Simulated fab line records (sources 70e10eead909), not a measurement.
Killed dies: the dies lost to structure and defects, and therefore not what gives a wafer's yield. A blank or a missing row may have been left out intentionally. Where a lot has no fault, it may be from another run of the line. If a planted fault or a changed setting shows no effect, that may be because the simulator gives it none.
Chamber matching | flow nandHarc | 4 sister chambers for NHARC_A_CHANNEL_FILL_D2_ALD_16 on aldHk-01
The step deposits SiO2, target thk 1.5 nm, pulse time 10 s, ald cycles 15. 16 wafers are shown with their chamber, then 8 later ones without.

== EACH WAFER AND ITS CHAMBER ==
wafer  | chamber | heaterPowerOuterW (W) | heaterPowerW (W) | precursorPulseHeightRel
L457.2 | 2       | 259                   | 480              | 0.984
L457.3 | 3       | 261                   | 449              | 0.973
L457.6 | 3       | 265                   | 462              | 1.011
L458.2 | 1       | 186                   | 313              | 1.021
L458.3 | 0       | 293                   | 500              | 1.003
L458.5 | 3       | 274                   | 458              | 1.013
L461.2 | 1       | 187                   | 317              | 1.005
L461.5 | 3       | 258                   | 474              | 1.036
L461.6 | 0       | 287                   | 502              | 0.994
L463.1 | 1       | 188                   | 320              | 0.980
L463.2 | 2       | 267                   | 489              | 1.013
L463.4 | 3       | 267                   | 446              | 0.976
L471.1 | 2       | 265                   | 485              | 1.002
L471.4 | 3       | 265                   | 459              | 0.956
L471.6 | 3       | 264                   | 450              | 0.981
L474.1 | 1       | 194                   | 345              | 0.974

SIGNATURES, as means of the wafers listed above
reading                 | chamber 0 | chamber 1 | chamber 2 | chamber 3 | scatter within a chamber
heaterPowerOuterW       | 290.00    | 188.75    | 263.67    | 264.86    | 4.49
heaterPowerW            | 501.00    | 323.75    | 484.67    | 456.86    | 10.1
precursorPulseHeightRel | 0.99850   | 0.99500   | 0.99967   | 0.99229   | 0.0236
Rule: distance of a wafer from a chamber = root of the sum over the readings of ((wafer's reading minus chamber's mean) / reading's scatter) squared. The wafer belongs to the nearest chamber; if the next one is less than 2 further off, it can't be placed. The scatter: the root of (the sum of the squares of (reading less its chamber's mean) over the shown wafers, divided by (wafers less chambers)).

== WAFERS MISSING THEIR CHAMBER ==
wafer  | heaterPowerOuterW (W) | heaterPowerW (W) | precursorPulseHeightRel
L474.3 | 275                   | 489              | 0.983
L474.6 | 272                   | 497              | 1.042
L477.1 | 273                   | 477              | 0.988
L477.2 | 198                   | 336              | 0.990
L477.6 | 272                   | 485              | 0.982
L478.2 | 289                   | 498              | 1.045
L478.4 | 194                   | 350              | 1.008
L478.5 | 197                   | 339              | 1.039

== EACH ONE'S CHAMBER ==
wafer  | from the rows above          | in truth
L474.3 | can't be placed: 2 or 0 or 3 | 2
L474.6 | can't be placed: 2 or 0 or 3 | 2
L477.1 | can't be placed: 2 or 3      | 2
L477.2 | 1                            | 1
L477.6 | can't be placed: 2 or 3      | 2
L478.2 | 0                            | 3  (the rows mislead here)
L478.4 | 1                            | 1
L478.5 | 1                            | 1
3 of 8 placed correctly. Unplaceable from these rows: 4, with the true chamber sitting among the candidates in 4. Wrongly placed: 1.
